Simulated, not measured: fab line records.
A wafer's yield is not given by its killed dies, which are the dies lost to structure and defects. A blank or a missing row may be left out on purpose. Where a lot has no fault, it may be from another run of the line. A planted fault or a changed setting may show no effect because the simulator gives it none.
A struck lot beside a sound one / flow nandHarc / 32 steps out of a route of 1302
Sound: wafers L878.2, L878.4, L878.6. Struck: wafer L888.4 (L888.5, L888.6, from the same lot, were not struck and are left out); the cause is given at the end.
At each step with rows: each side's tool, then ch and its chambers, then its first start. Under that, the readings that differ: sound wafers / struck wafers / difference of the means / sigmas: that difference in standard deviations of wafers without a fault.
alike: words and numbers the same on both sides, and readings whose means are apart by under 2 such deviations; not compared: readings that were withheld, readings missing a value for some wafer, numbers with overlapping values and no deviation given by the record, and bounds like >300 which may hide the same value.
A row with sigmas, a row that says differs or no value, or rows on one side alone: a step with any of these is where the two part. Numbers that don't overlap but have no deviation are shown without sigmas and don't part them. A reading that every wafer of one side lacks parts them only if that side has two wafers or more.

first, 5 steps without rows for these wafers: NHARC_A_ONON_D1_DEP_22 (target thk 1000 nm); NHARC_A_ONON_D1_DEP_25 (target thk 1000 nm); NHARC_A_ONON_D1_DEP_28 (target thk 1000 nm); NHARC_A_ONON_D1_DEP_33 (deposits SiO2, target thk 200 nm); NHARC_A_CHANNEL_HOLE_D1_DEP_00 (deposits aC, target thk 3100 nm).
NHARC_A_CHANNEL_HOLE_D1_DEP_01: deposits SiON, target thk 140 nm.
  sound on pecvd-04 ch 0,2, day 11 03:17; struck on pecvd-04 ch 0, day 15 06:16
  alike: heaterPowerW
then, 25 steps without rows for these wafers: NHARC_A_CHANNEL_HOLE_D1_DEHYDRATE_02 (time 120 s); NHARC_A_CHANNEL_HOLE_D1_HMDS_03 (time 30 s); NHARC_A_CHANNEL_HOLE_D1_COAT_36 (time 75 s); NHARC_A_CHANNEL_HOLE_D1_COAT_37 (time 65 s); NHARC_A_CHANNEL_HOLE_D1_COAT_04 (resist thk 90 nm); NHARC_A_CHANNEL_HOLE_D1_SOFTBAKE_05 (time 55 s); NHARC_A_CHANNEL_HOLE_D1_EBR_06; NHARC_A_CHANNEL_HOLE_D1_EXPOSE_07 (exposes mask HOLE D1, target cd 100 nm); NHARC_A_CHANNEL_HOLE_D1_PEB_08 (peb time 65 s); NHARC_A_CHANNEL_HOLE_D1_DEVELOP_09 (develop time 35 s); NHARC_A_CHANNEL_HOLE_D1_DESCUM_15 (chemistry O2, time 3 s); NHARC_A_CHANNEL_HOLE_D1_ETCH_38 (etches the open film in CF4, target depth 39 nm, time 65 s); NHARC_A_CHANNEL_HOLE_D1_ETCH_39 (etches the open film in N2/H2, target depth 260 nm, time 325 s); NHARC_A_CHANNEL_HOLE_D1_ETCH_34 (etches the open film in CF4/CHF3, target depth 154 nm, time 77 s); NHARC_A_CHANNEL_HOLE_D1_ETCH_16 (etches the open film in O2/COS, target depth 3100 nm, time 806 s); NHARC_A_CHANNEL_HOLE_D1_ETCH_19 (etches the open film in C4F8/O2/Ar, time 34.5 s); NHARC_A_CHANNEL_HOLE_D1_ETCH_20 (etches the open film in C4F8/O2/Ar, time 361.9 s, target depth 1600 nm); NHARC_A_CHANNEL_HOLE_D1_ETCH_21 (etches the open film in C4F8/O2/Ar, time 514.3 s, target depth 1600 nm); NHARC_A_CHANNEL_HOLE_D1_ETCH_22 (etches the open film in C4F8/O2/Ar, time 666.7 s, target depth 1600 nm); NHARC_A_CHANNEL_HOLE_D1_ETCH_23 (etches the open film in C4F8/O2/Ar, time 819 s, target depth 1600 nm); NHARC_A_CHANNEL_HOLE_D1_ETCH_24 (etches the open film in C4F8/O2/Ar, time 906.2 s, target depth 1500 nm); NHARC_A_CHANNEL_HOLE_D1_ETCH_25 (etches the open film in C4F8/O2/Ar, time 1040.2 s, target depth 1500 nm); NHARC_A_CHANNEL_HOLE_D1_ETCH_26 (etches the open film in C4F8/O2/Ar, time 224.1 s, target depth 300 nm); NHARC_A_CHANNEL_HOLE_D1_ETCH_33 (etches the open film in C4F8/O2/Ar, time 90 s, target depth 400 nm); NHARC_A_CHANNEL_HOLE_D1_STRIP_41 (strips in N2/H2).
-- jump in the record: it breaks off in module A_CHANNEL_HOLE_D1 and resumes in module END (first step shown: number 1302 of the route), and 16 days separate the struck wafers' starts before and after --
NHARC_END_SORT_01:
  at this point the record logs the struck wafers (prober-02 ch 0, day 30 22:28) and has no rows for the sound ones

== WHERE THEY PART ==
Only at NHARC_END_SORT_01, within this record.

WHY: the cause the simulator had injected
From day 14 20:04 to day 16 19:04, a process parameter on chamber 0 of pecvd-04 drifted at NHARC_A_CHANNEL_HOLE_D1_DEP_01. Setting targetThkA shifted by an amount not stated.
